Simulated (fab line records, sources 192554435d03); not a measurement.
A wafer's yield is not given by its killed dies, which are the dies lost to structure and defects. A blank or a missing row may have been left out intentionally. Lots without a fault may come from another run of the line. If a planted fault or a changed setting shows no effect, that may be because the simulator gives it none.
Chamber matching + flow n5Finfet + 4 sister chambers for N5_FIN_SAQP_STRIP_55 on rieDiel-04
The step strips in N2/H2. 4 wafers are shown with their chamber, then 9 later ones without.

## EACH WAFER AND ITS CHAMBER
| wafer  | chamber | showerheadPlenumPTorr (Torr) |
|--------|---------|------------------------------|
| L078.3 | 3       | 3.18                         |
| L082.6 | 2       | 3.50                         |
| L085.1 | 0       | 3.37                         |
| L085.5 | 1       | 3.34                         |

## WAFERS WITHOUT THEIR CHAMBER
| wafer  | showerheadPlenumPTorr (Torr) |
|--------|------------------------------|
| L087.1 | 3.58                         |
| L087.3 | 3.49                         |
| L087.4 | 3.34                         |
| L094.1 | 3.33                         |
| L094.2 | 3.37                         |
| L094.4 | 3.48                         |
| L096.3 | 3.56                         |
| L096.5 | 3.36                         |
| L096.6 | 3.56                         |

## EACH ONE'S CHAMBER
| wafer  | from the rows above     | in truth                   |
|--------|-------------------------|----------------------------|
| L087.1 | 2                       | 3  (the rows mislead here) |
| L087.3 | 2                       | 2                          |
| L087.4 | can't be placed: 1 or 0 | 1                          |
| L094.1 | can't be placed: 1 or 0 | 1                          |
| L094.2 | can't be placed: 0 or 1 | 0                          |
| L094.4 | 2                       | 2                          |
| L096.3 | 2                       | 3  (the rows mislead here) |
| L096.5 | can't be placed: 0 or 1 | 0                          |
| L096.6 | 2                       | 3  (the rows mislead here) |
Correct placement for 2 of the 9. Can't be placed from these rows: 4 (the true chamber is among the candidates in 4). Number placed wrongly: 3.
How it was worked out, from the rows above alone: a wafer's distance from a chamber is the root of the sum, over the readings, of the square of ((its reading less the chamber's mean) divided by the reading's scatter). If the next closest chamber is less than 2 further off than the closest, the wafer can't be placed; otherwise it belongs to the closest. Each chamber's mean is taken over the wafers shown for it. The scatter (one wafer shown for each chamber): square how far every hidden wafer sits from the nearest shown wafer, average those squares and take the square root.
